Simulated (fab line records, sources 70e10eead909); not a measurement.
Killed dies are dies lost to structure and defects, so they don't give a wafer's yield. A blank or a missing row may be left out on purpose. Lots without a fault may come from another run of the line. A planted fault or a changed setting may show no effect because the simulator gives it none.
A struck lot beside a sound one | flow nand_harc | 15 steps out of a route of 1159
Sound: wafers L159.1, L159.5, L159.6. Struck: wafers L168.2, L168.5, L168.6. The cause comes at the end.
At each step with rows: each side's tool, then ch and its chambers, then its first start. Under that, the readings that differ: sound wafers | struck wafers | difference of the means | sigmas: that difference in standard deviations of wafers without a fault.
alike: readings whose means differ by less than 2 such deviations, and words and numbers that are the same on both sides. not compared: withheld readings, readings that some wafer has no value for, bounds like >300 that may hide the same value, and numbers for which the record gives no deviation and whose values overlap.
The two part at a step that has a row with sigmas, a row that says differs or no value, or rows on one side only. Numbers that don't overlap but have no deviation are shown without sigmas and don't part them. A reading that every wafer of one side lacks parts them only if that side has two wafers or more.

first, 5 steps without rows for these wafers: NHARC_A_CONTACT_SOFTBAKE_37 (time 55 s); NHARC_A_CONTACT_EBR_38; NHARC_A_CONTACT_EXPOSE_39 (exposes mask A CC 3); NHARC_A_CONTACT_PEB_40 (peb time 65 s); NHARC_A_CONTACT_DEVELOP_41 (develop time 35 s).
NHARC_A_CONTACT_CD_MEAS_42: target cd 200 nm.
  sound on cd_sem-02 ch 0, day 18 11:20; struck on cd_sem-01 ch 0, day 20 18:31
  reading    | sound             | struck            | difference | sigmas
  cd_nm (nm) | 200.2 200.7 200.9 | 199.1 199.8 199.4 | -1.2       | -2
NHARC_A_CONTACT_OVL_MEAS_43:
  sound on overlay-02, day 18 11:25; struck on overlay-02, day 20 18:36
  alike: overlay_x_nm, overlay_y_nm
NHARC_A_CONTACT_INSPECT_44:
  sound on defect_inspect-01, day 18 11:27; struck on defect_inspect-01, day 20 18:38
  reading          | sound    | struck   | difference | sigmas
  raw_defect_count | 20 27 19 | 54 51 56 | +32        | +2
NHARC_A_CONTACT_DESCUM_47: chemistry O2, time 3 s.
  sound on rie_diel-02 ch 2,3, day 18 11:31; struck on rie_diel-01 ch 0,1,3, day 20 18:44
  alike: drypump_motor_current_A, mfc_ar_sccm, oes_product_au, rf_vpp_V, showerhead_plenum_p_Torr, throttle_valve_pct
  not compared: rf_hours_counter_h
NHARC_A_CONTACT_ETCH_48: etches the open film in CF4, target depth 39 nm, time 65 s.
  sound on rie_diel-02 ch 0,1,2, day 18 11:37; struck on rie_diel-01 ch 0,2,3, day 20 18:48
  alike: drypump_motor_current_A, mfc_ar_sccm, oes_product_au, rf_vpp_V, run_length_s, showerhead_plenum_p_Torr, throttle_valve_pct
  not compared: rf_hours_counter_h
NHARC_A_CONTACT_ETCH_49: etches the open film in N2/H2, target depth 260 nm, time 475.3 s.
  sound on rie_diel-02 ch 2,3; struck on rie_diel-01 ch 0,1
  alike: drypump_motor_current_A, mfc_ar_sccm, n2_flow_sccm, oes_product_au, rf_vpp_V, run_length_s, showerhead_plenum_p_Torr, throttle_valve_pct
  not compared: rf_hours_counter_h
NHARC_A_CONTACT_ETCH_50: etches the open film in CF4/CHF3, target depth 84.7 nm, time 42.4 s.
  sound on rie_diel-02 ch 0,1; struck on rie_diel-01 ch 1,2
  reading                     | sound       | struck      | difference | sigmas
  drypump_motor_current_A (A) | 6.6 6.6 6.7 | 5.1 5.1 5.4 | -1.4       | -3
  alike: mfc_ar_sccm, oes_product_au, rf_vpp_V, run_length_s, showerhead_plenum_p_Torr, throttle_valve_pct
  not compared: rf_hours_counter_h
NHARC_A_CONTACT_ETCH_51: etches the open film in O2/COS, target depth 3600 nm, time 936 s.
  sound on rie_diel-02 ch 1,2,3, day 18 12:19; struck on rie_diel-01 ch 0,3, day 20 19:22
  reading          | sound             | struck            | difference | sigmas
  run_length_s (s) | 957.5 957.3 957.6 | 703.2 701.2 703.2 | -254.9     | -99 or more
  alike: drypump_motor_current_A, mfc_ar_sccm, oes_product_au, rf_vpp_V, showerhead_plenum_p_Torr, throttle_valve_pct
  not compared: rf_hours_counter_h
NHARC_A_CONTACT_ETCH_111: etches the open film in C4F8/O2/Ar, time 140 s, target depth 700 nm.
  sound on har_cap_etch-03 ch 0,1, day 18 12:47; struck on har_cap_etch-02 ch 0,1, day 20 19:58
  alike: run_length_s
  not compared: rf_hours_counter_h
-- the record jumps here: 3 days lie between the struck wafers' starts before and after (it left off in module A_CONTACT and takes up again in module END, whose first step shown is number 1159 of the route) --
NHARC_END_SORT_01:
  the record has rows for the struck wafers here (prober-01 ch 0, day 23 22:07) and none for the sound ones

WHERE THEY PART
First at NHARC_A_CONTACT_CD_MEAS_42; last, within this record, at NHARC_END_SORT_01.

WHY: what the simulator had put in
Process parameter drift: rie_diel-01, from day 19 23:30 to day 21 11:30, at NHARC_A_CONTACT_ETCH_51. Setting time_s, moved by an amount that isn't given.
